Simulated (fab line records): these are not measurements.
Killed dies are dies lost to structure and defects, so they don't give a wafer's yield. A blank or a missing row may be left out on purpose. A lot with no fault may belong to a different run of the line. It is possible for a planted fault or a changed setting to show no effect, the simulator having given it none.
Chamber matching | flow n5 finfet | N5_GATE_CUT_STRIP_42 on rie diel-01 has 4 sister chambers
The step strips in O2. 22 wafers are shown with their chamber, then 11 later ones without.

## WAFERS, EACH WITH ITS CHAMBER
wafer  | chamber | showerhead plenum p Torr (Torr) | oes product au (a.u.) | drypump motor current A (A)
L076.2 | 1       | 2.07                            | 0.98                  | 6.1
L076.3 | 3       | 2.07                            | 0.74                  | 5.9
L076.4 | 2       | 2.17                            | 0.74                  | 6.0
L077.2 | 2       | 2.17                            | 0.73                  | 6.0
L077.5 | 1       | 2.07                            | 0.97                  | 6.0
L077.6 | 2       | 2.17                            | 0.73                  | 6.0
L078.1 | 0       | 2.11                            | 0.70                  | 6.2
L078.4 | 3       | 2.07                            | 0.74                  | 5.9
L078.5 | 3       | 2.07                            | 0.74                  | 5.9
L080.1 | 2       | 2.17                            | 0.73                  | 6.0
L080.3 | 0       | 2.11                            | 0.70                  | 6.2
L080.4 | 3       | 2.07                            | 0.73                  | 5.9
L081.2 | 2       | 2.17                            | 0.73                  | 6.0
L081.3 | 3       | 2.07                            | 0.73                  | 5.9
L081.5 | 2       | 2.17                            | 0.73                  | 6.0
L084.2 | 2       | 2.17                            | 0.73                  | 6.0
L084.4 | 3       | 2.07                            | 0.73                  | 5.9
L084.6 | 1       | 2.07                            | 0.94                  | 6.1
L085.1 | 1       | 2.07                            | 0.94                  | 6.0
L085.2 | 3       | 2.07                            | 0.72                  | 5.9
L085.6 | 2       | 2.17                            | 0.72                  | 6.0
L087.2 | 3       | 2.06                            | 0.72                  | 5.9

SIGNATURES (means of the wafers above)
reading                  | chamber 0 | chamber 1 | chamber 2 | chamber 3 | scatter within a chamber
showerhead plenum p Torr | 2.1100    | 2.0700    | 2.1700    | 2.0687    | 0.0022
oes product au           | 0.7000    | 0.9575    | 0.7300    | 0.7312    | 0.0104
drypump motor current A  | 6.200     | 6.050     | 6.000     | 5.900     | 0.0236
Rule: distance of a wafer from a chamber = root of the sum over the readings of ((wafer's reading minus chamber's mean) / reading's scatter) squared. If the next closest chamber is less than 2 further off than the closest, the wafer can't be placed; otherwise it belongs to the closest. How the scatter is found: for the shown wafers, subtract from each reading the mean of its chamber, square and add these, divide the total by (wafers less chambers), then take the root.

## WAFERS WITHOUT THEIR CHAMBER
wafer  | showerhead plenum p Torr (Torr) | oes product au (a.u.) | drypump motor current A (A)
L087.3 | 2.17                            | 0.72                  | 6.0
L087.6 | 2.11                            | 0.98                  | 6.2
L089.2 | 2.11                            | 0.97                  | 6.2
L089.4 | 2.17                            | 0.72                  | 6.1
L089.6 | 2.06                            | 0.92                  | 6.1
L093.1 | 2.06                            | 0.72                  | 5.9
L093.5 | 2.06                            | 0.71                  | 5.9
L093.6 | 2.16                            | 0.72                  | 6.0
L096.4 | 2.10                            | 0.93                  | 6.2
L096.5 | 2.06                            | 0.71                  | 5.9
L096.6 | 2.16                            | 0.71                  | 6.0

## EACH ONE'S CHAMBER
wafer  | from the rows above | in truth
L087.3 | 2                   | 2
L087.6 | 1                   | 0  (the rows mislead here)
L089.2 | 1                   | 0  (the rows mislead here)
L089.4 | 2                   | 2
L089.6 | 1                   | 1
L093.1 | 3                   | 3
L093.5 | 3                   | 3
L093.6 | 2                   | 2
L096.4 | 1                   | 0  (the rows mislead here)
L096.5 | 3                   | 3
L096.6 | 2                   | 2
Correct placement for 8 of the 11. Left unplaced by these rows: 0. Placed wrongly: 3.
